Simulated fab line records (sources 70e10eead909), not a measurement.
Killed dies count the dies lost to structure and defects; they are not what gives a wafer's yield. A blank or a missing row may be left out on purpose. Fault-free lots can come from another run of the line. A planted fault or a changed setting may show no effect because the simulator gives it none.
Which tool is to blame?    flow nand-harc    72 wafers from 24 lots sampled at 6 of the route's 1302 steps

WHAT EACH GAUGE READ, for each wafer
NHARC_A_CHANNEL_HOLE_D1_CD_MEAS_18.
lot   measured      on         cd-nm (nm)
L074  day 8 15:36   cd-sem-03  97.4 100.1 96.3
L076  day 9 08:38   cd-sem-02  96.5 103.6 95.5
L075  day 9 06:31   cd-sem-03  103.3 102.3 102.0
L077  day 9 19:33   cd-sem-03  97.9 100.5 97.5
L078  day 10 09:58  cd-sem-02  100.3 102.2 99.0
L079  day 10 08:10  cd-sem-01  104.5 101.5 100.7
L081  day 11 10:28  cd-sem-03  97.0 94.6 97.4
L080  day 11 10:01  cd-sem-03  102.1 94.4 98.9
L082  day 12 03:28  cd-sem-02  95.8 99.9 99.9
L083  day 12 02:54  cd-sem-02  97.7 100.4 100.3
L084  day 12 19:54  cd-sem-01  98.4 97.9 96.7
L085  day 13 00:35  cd-sem-01  101.5 97.4 102.5
L086  day 13 08:34  cd-sem-03  99.7 99.4 98.2
L088  day 14 19:00  cd-sem-02  104.4 103.3 104.3
L087  day 14 17:33  cd-sem-03  102.7 102.3 98.8
L089  day 15 00:29  cd-sem-03  101.0 102.4 96.2
L090  day 15 07:35  cd-sem-01  102.0 102.7 102.8
L091  day 15 18:40  cd-sem-01  98.1 96.7 100.5
L092  day 16 05:10  cd-sem-03  98.3 98.7 101.3
L093  day 16 10:25  cd-sem-02  100.3 100.5 97.8
L094  day 17 05:10  cd-sem-02  100.2 101.0 99.3
L095  day 17 07:58  cd-sem-03  104.0 100.7 100.3
L096  day 17 18:31  cd-sem-02  103.7 100.9 106.3
L097  day 18 01:18  cd-sem-02  97.9 100.7 99.1

EACH LOT AND THE TOOL THAT RAN IT (in order: tool; ch and the chambers of the sampled wafers; start)
lot   NHARC_P_BONDPAD_PVD_27                   NHARC_P_BONDPAD_ANNEAL_28         NHARC_A_ZERO_WELL_DESCUM_12         NHARC_A_CHANNEL_HOLE_D1_DEP_01   NHARC_A_CHANNEL_HOLE_D1_ETCH_16
L074  pvd-sputter-03, day 6 20:13 or earlier   rtp-anneal-02 ch 0, day 6 20:13   rie-diel-05 ch 0,1,3, day 6 22:32   pecvd-04 ch 0,1,2, day 8 13:38   rie-diel-07 ch 2,3, day 8 15:36 or earlier
L076  pvd-sputter-03, day 7 07:59 or earlier   rtp-anneal-01 ch 0, day 7 07:59   rie-diel-13 ch 0,1,3, day 7 10:08   pecvd-02 ch 0,1,2, day 9 06:32   rie-diel-10 ch 1,3, day 9 08:38 or earlier
L075  pvd-sputter-01, day 7 08:37 or earlier   rtp-anneal-02 ch 0, day 7 08:37   rie-diel-05 ch 1,2,3, day 7 10:47   pecvd-04 ch 1,2, day 9 04:37     rie-diel-07 ch 1,3, day 9 06:31 or earlier
L077  pvd-sputter-02, day 7 22:26 or earlier   rtp-anneal-02 ch 0, day 7 22:26   rie-diel-05 ch 1,2,3, day 8 00:40   pecvd-02 ch 0,1,2, day 9 17:25   rie-diel-07 ch 0,2,3, day 9 19:33 or earlier
L078  pvd-sputter-01, day 8 12:34 or earlier   rtp-anneal-02 ch 0, day 8 12:34   rie-diel-13 ch 1,2,3, day 8 14:59   pecvd-04 ch 0,2, day 10 07:59    rie-diel-07 ch 0,1,3, day 10 09:58 or earlier
L079  pvd-sputter-03, day 8 17:34 or earlier   rtp-anneal-01 ch 0, day 8 17:34   rie-diel-05 ch 0,3, day 8 19:54     pecvd-04 ch 0,1, day 10 06:10    rie-diel-07 ch 0,3, day 10 08:10 or earlier
L081  pvd-sputter-02, day 9 09:23 or earlier   rtp-anneal-02 ch 0, day 9 09:23   rie-diel-02 ch 0,1,3, day 9 11:45   pecvd-03 ch 0,1,2, day 11 07:52  rie-diel-11 ch 0,1,2, day 11 10:28 or earlier
L080  pvd-sputter-03, day 9 10:23 or earlier   rtp-anneal-01 ch 0, day 9 10:23   rie-diel-05 ch 0,2,3, day 9 12:44   pecvd-04 ch 0,1,2, day 11 07:50  rie-diel-11 ch 0,1,3, day 11 10:01 or earlier
L082  pvd-sputter-01, day 10 06:49 or earlier  rtp-anneal-02 ch 0, day 10 06:49  rie-diel-05 ch 2,3, day 10 09:08    pecvd-03 ch 1,2, day 12 01:24    rie-diel-10 ch 0,1,3, day 12 03:28 or earlier
L083  pvd-sputter-01, day 10 08:37 or earlier  rtp-anneal-01 ch 0, day 10 08:37  rie-diel-13 ch 0,1,3, day 10 10:55  pecvd-03 ch 1,2, day 12 00:14    rie-diel-07 ch 0,2, day 12 02:05
L084  pvd-sputter-02, day 10 23:52 or earlier  rtp-anneal-01 ch 0, day 10 23:52  rie-diel-05 ch 2,3, day 11 02:11    pecvd-02 ch 0,2, day 12 17:55    rie-diel-10 ch 0,2, day 12 19:54 or earlier
L085  pvd-sputter-02, day 11 03:39 or earlier  rtp-anneal-01 ch 0, day 11 03:39  rie-diel-02 ch 1,2,3, day 11 05:55  pecvd-03 ch 0,1,2, day 12 22:19  rie-diel-07 ch 0,2, day 13 00:35 or earlier
L086  pvd-sputter-03, day 11 15:16 or earlier  rtp-anneal-01 ch 0, day 11 15:16  rie-diel-05 ch 0,3, day 11 17:28    pecvd-04 ch 0,1,2, day 13 06:40  rie-diel-10 ch 0,3, day 13 08:34 or earlier
L088  pvd-sputter-02, day 12 21:46 or earlier  rtp-anneal-01 ch 0, day 12 21:46  rie-diel-05 ch 0,1,3, day 13 00:09  pecvd-04 ch 1,2, day 14 17:08    rie-diel-07 ch 2,3, day 14 19:00 or earlier
L087  pvd-sputter-03, day 12 22:27 or earlier  rtp-anneal-01 ch 0, day 12 22:27  rie-diel-13 ch 1,2, day 13 00:43    pecvd-04 ch 0,1,2, day 14 15:40  rie-diel-07 ch 0,3, day 14 17:33 or earlier
L089  pvd-sputter-03, day 13 06:38 or earlier  rtp-anneal-01 ch 0, day 13 06:38  rie-diel-05 ch 0,1,3, day 13 08:52  pecvd-04 ch 0,1,2, day 14 22:25  rie-diel-10 ch 1,3, day 15 00:29 or earlier
L090  pvd-sputter-03, day 13 11:46 or earlier  rtp-anneal-02 ch 0, day 13 11:46  rie-diel-05 ch 1,3, day 13 13:59    pecvd-03 ch 0,2, day 15 05:34    rie-diel-07 ch 2,3, day 15 07:35 or earlier
L091  pvd-sputter-02, day 14 00:27 or earlier  rtp-anneal-01 ch 0, day 14 00:27  rie-diel-05 ch 0,1,3, day 14 02:38  pecvd-02 ch 0,1,2, day 15 16:39  rie-diel-11 ch 2,3, day 15 18:40 or earlier
L092  pvd-sputter-01, day 14 05:14 or earlier  rtp-anneal-02 ch 0, day 14 05:14  rie-diel-02 ch 0,1,3, day 14 07:35  pecvd-02 ch 1,2, day 16 03:08    rie-diel-07 ch 1,2,3, day 16 05:10 or earlier
L093  pvd-sputter-03, day 14 15:22 or earlier  rtp-anneal-02 ch 0, day 14 15:22  rie-diel-05 ch 0,1,2, day 14 17:37  pecvd-04 ch 0,1,2, day 16 08:25  rie-diel-07 ch 0,1,2, day 16 10:25 or earlier
L094  pvd-sputter-02, day 15 04:06 or earlier  rtp-anneal-01 ch 0, day 15 04:06  rie-diel-05 ch 0,1,3, day 15 06:16  pecvd-02 ch 0,1, day 17 03:11    rie-diel-07 ch 0,1,3, day 17 05:10 or earlier
L095  pvd-sputter-01, day 15 14:07 or earlier  rtp-anneal-01 ch 0, day 15 14:07  rie-diel-13 ch 1,2, day 15 16:31    pecvd-04 ch 0,1,2, day 17 05:47  rie-diel-10 ch 0,2,3, day 17 07:58 or earlier
L096  pvd-sputter-01, day 15 23:07 or earlier  rtp-anneal-02 ch 0, day 15 23:07  rie-diel-05 ch 1,2, day 16 01:26    pecvd-02 ch 0,2, day 17 16:29    rie-diel-07 ch 0,2,3, day 17 18:31 or earlier
L097  pvd-sputter-03, day 16 05:56 or earlier  rtp-anneal-02 ch 0, day 16 05:56  rie-diel-05 ch 1,2, day 16 08:03    pecvd-03 ch 0,2, day 17 23:13    rie-diel-11 ch 1,2,3, day 18 01:18 or earlier
- NHARC_P_BONDPAD_PVD_27: deposits Cu, target thk 30 nm, time 20.49 s.
- NHARC_P_BONDPAD_ANNEAL_28: time 90 s.
- NHARC_A_ZERO_WELL_DESCUM_12: chemistry O2, time 3 s.
- NHARC_A_CHANNEL_HOLE_D1_DEP_01: deposits SiON, target thk 140 nm.
- NHARC_A_CHANNEL_HOLE_D1_ETCH_16: etches the open film in O2/COS, target depth 3100 nm, time 806 s.

WHAT THE TOOLS THEMSELVES READ (means of the sampled wafers that have a number; where no wafer has one, the mark that the record gives instead)
NHARC_P_BONDPAD_PVD_27.
lot   tool            throttle-valve-pct (%)
L074  pvd-sputter-03  30.0
L076  pvd-sputter-03  29.3
L075  pvd-sputter-01  29.6
L077  pvd-sputter-02  29.8
L078  pvd-sputter-01  28.9
L079  pvd-sputter-03  30.2
L081  pvd-sputter-02  29.4
L080  pvd-sputter-03  30.8
L082  pvd-sputter-01  29.4
L083  pvd-sputter-01  28.3
L084  pvd-sputter-02  29.8
L085  pvd-sputter-02  30.3
L086  pvd-sputter-03  29.7
L088  pvd-sputter-02  30.8
L087  pvd-sputter-03  30.1
L089  pvd-sputter-03  29.6
L090  pvd-sputter-03  29.6
L091  pvd-sputter-02  30.3
L092  pvd-sputter-01  28.3
L093  pvd-sputter-03  30.2
L094  pvd-sputter-02  28.4
L095  pvd-sputter-01  29.2
L096  pvd-sputter-01  29.9
L097  pvd-sputter-03  29.8

NHARC_P_BONDPAD_ANNEAL_28.
lot   tool           wafer_temp_C_max
L074  rtp-anneal-02  226.7
L076  rtp-anneal-01  226.8
L075  rtp-anneal-02  227.0
L077  rtp-anneal-02  227.0
L078  rtp-anneal-02  227.3
L079  rtp-anneal-01  226.8
L081  rtp-anneal-02  226.7
L080  rtp-anneal-01  226.8
L082  rtp-anneal-02  226.7
L083  rtp-anneal-01  227.1
L084  rtp-anneal-01  226.7
L085  rtp-anneal-01  227.3
L086  rtp-anneal-01  226.8
L088  rtp-anneal-01  227.1
L087  rtp-anneal-01  226.7
L089  rtp-anneal-01  226.8
L090  rtp-anneal-02  227.1
L091  rtp-anneal-01  226.7
L092  rtp-anneal-02  226.8
L093  rtp-anneal-02  226.6
L094  rtp-anneal-01  227.0
L095  rtp-anneal-01  226.7
L096  rtp-anneal-02  226.5
L097  rtp-anneal-02  226.7

NHARC_A_ZERO_WELL_DESCUM_12.
lot   tool         drypump-motor-current-A (A)  oes-product-au (a.u.)  rf-vpp-V (V)  showerhead-plenum-p-Torr (Torr)  throttle-valve-pct (%)
L074  rie-diel-05  6.1                          0.988                  57.6          1.97                             11.310
L076  rie-diel-13  5.2                          0.983                  57.7          1.85                             11.297
L075  rie-diel-05  6.3                          0.995                  57.4          1.95                             11.310
L077  rie-diel-05  6.3                          0.999                  58.5          1.95                             11.312
L078  rie-diel-13  5.4                          0.989                  58.0          1.94                             11.308
L079  rie-diel-05  5.9                          0.992                  58.0          2.05                             11.302
L081  rie-diel-02  5.6                          0.998                  58.2          1.93                             11.312
L080  rie-diel-05  6.1                          0.988                  58.3          2.03                             11.312
L082  rie-diel-05  6.2                          0.999                  57.5          2.04                             11.312
L083  rie-diel-13  5.2                          0.988                  58.3          1.85                             11.305
L084  rie-diel-05  6.4                          0.999                  58.7          2.01                             11.323
L085  rie-diel-02  5.6                          1.001                  58.4          1.99                             11.309
L086  rie-diel-05  5.9                          1.002                  58.8          2.05                             11.312
L088  rie-diel-05  6.0                          0.993                  57.6          1.96                             11.317
L087  rie-diel-13  5.7                          0.993                  58.1          1.98                             11.309
L089  rie-diel-05  6.1                          1.003                  57.5          1.96                             11.306
L090  rie-diel-05  6.1                          1.002                  58.0          1.97                             11.317
L091  rie-diel-05  6.0                          1.002                  59.0          1.96                             11.317
L092  rie-diel-02  5.5                          0.999                  57.7          1.92                             11.311
L093  rie-diel-05  6.3                          1.008                  56.9          1.94                             11.311
L094  rie-diel-05  6.1                          1.001                  58.0          1.96                             11.318
L095  rie-diel-13  5.7                          0.981                  58.1          2.00                             11.304
L096  rie-diel-05  6.5                          1.006                  57.8          1.93                             11.313
L097  rie-diel-05  6.4                          1.006                  57.8          1.86                             11.308

NHARC_A_CHANNEL_HOLE_D1_DEP_01.
lot   tool      heater-power-w (W)
L074  pecvd-04  716
L076  pecvd-02  686
L075  pecvd-04  765
L077  pecvd-02  691
L078  pecvd-04  661
L079  pecvd-04  695
L081  pecvd-03  720
L080  pecvd-04  747
L082  pecvd-03  740
L083  pecvd-03  758
L084  pecvd-02  679
L085  pecvd-03  716
L086  pecvd-04  764
L088  pecvd-04  814
L087  pecvd-04  757
L089  pecvd-04  745
L090  pecvd-03  696
L091  pecvd-02  707
L092  pecvd-02  757
L093  pecvd-04  758
L094  pecvd-02  589
L095  pecvd-04  725
L096  pecvd-02  678
L097  pecvd-03  693

NHARC_A_CHANNEL_HOLE_D1_ETCH_16.
lot   tool         drypump-motor-current-A (A)  oes-product-au (a.u.)  rf-vpp-V (V)  showerhead-plenum-p-Torr (Torr)  throttle-valve-pct (%)
L074  rie-diel-07  5.1                          1.002                  315.7         3.23                             28.337
L076  rie-diel-10  6.6                          1.015                  314.2         3.11                             28.335
L075  rie-diel-07  5.4                          0.994                  313.4         3.04                             28.329
L077  rie-diel-07  5.3                          1.009                  316.1         3.21                             28.326
L078  rie-diel-07  5.5                          1.005                  314.1         3.11                             28.325
L079  rie-diel-07  5.6                          0.995                  315.4         3.20                             28.335
L081  rie-diel-11  5.6                          0.991                  314.8         3.16                             28.331
L080  rie-diel-11  5.7                          0.992                  314.8         3.18                             28.325
L082  rie-diel-10  6.3                          1.009                  315.3         3.18                             28.334
L083  rie-diel-07  5.3                          1.001                  314.6         3.19                             28.324
L084  rie-diel-10  5.4                          1.007                  313.5         3.14                             28.335
L085  rie-diel-07  5.3                          1.011                  315.3         3.18                             28.317
L086  rie-diel-10  6.4                          1.002                  315.2         3.25                             28.333
L088  rie-diel-07  5.4                          1.006                  315.4         3.22                             28.327
L087  rie-diel-07  5.6                          0.994                  315.0         3.19                             28.338
L089  rie-diel-10  6.6                          1.006                  314.5         3.09                             28.338
L090  rie-diel-07  5.4                          1.002                  315.4         3.21                             28.321
L091  rie-diel-11  6.2                          1.002                  311.6         2.95                             28.332
L092  rie-diel-07  5.3                          1.011                  313.6         3.12                             28.329
L093  rie-diel-07  5.2                          1.011                  314.0         3.11                             28.331
L094  rie-diel-07  5.5                          0.992                  314.1         3.10                             28.336
L095  rie-diel-10  5.8                          1.006                  314.3         3.12                             28.321
L096  rie-diel-07  5.3                          1.002                  315.1         3.20                             28.341
L097  rie-diel-11  5.9                          1.001                  312.2         3.02                             28.331

THE ANSWER, worked out from the rows above alone
Rule: usual is defined by the lots themselves. The widest of any qualifying gaps counts: lots, ordered by their means at a reading, are off when they make up no more than a third of the lots, leave a main group of 4 or more, and stand apart from it by 3 or more times the standard deviation of that group's means. Not used: any main group whose means are identical at the precision the tables above print for the reading. A lot without any number at a reading at which 4 lots or more have one is off too. Where the step has rows for the other lots, those lots are counted as sound. The gauges are gone through in route order, then the tools' own readings, and for those a lot's mean is taken as printed above. The first step at which some lot is off is used, and at that step the reading that is off furthest; a lot without a number counts as furthest.
No lot is off on any of the readings shown, so nothing can be concluded from this.

WHAT THE SIMULATOR HAD INSERTED
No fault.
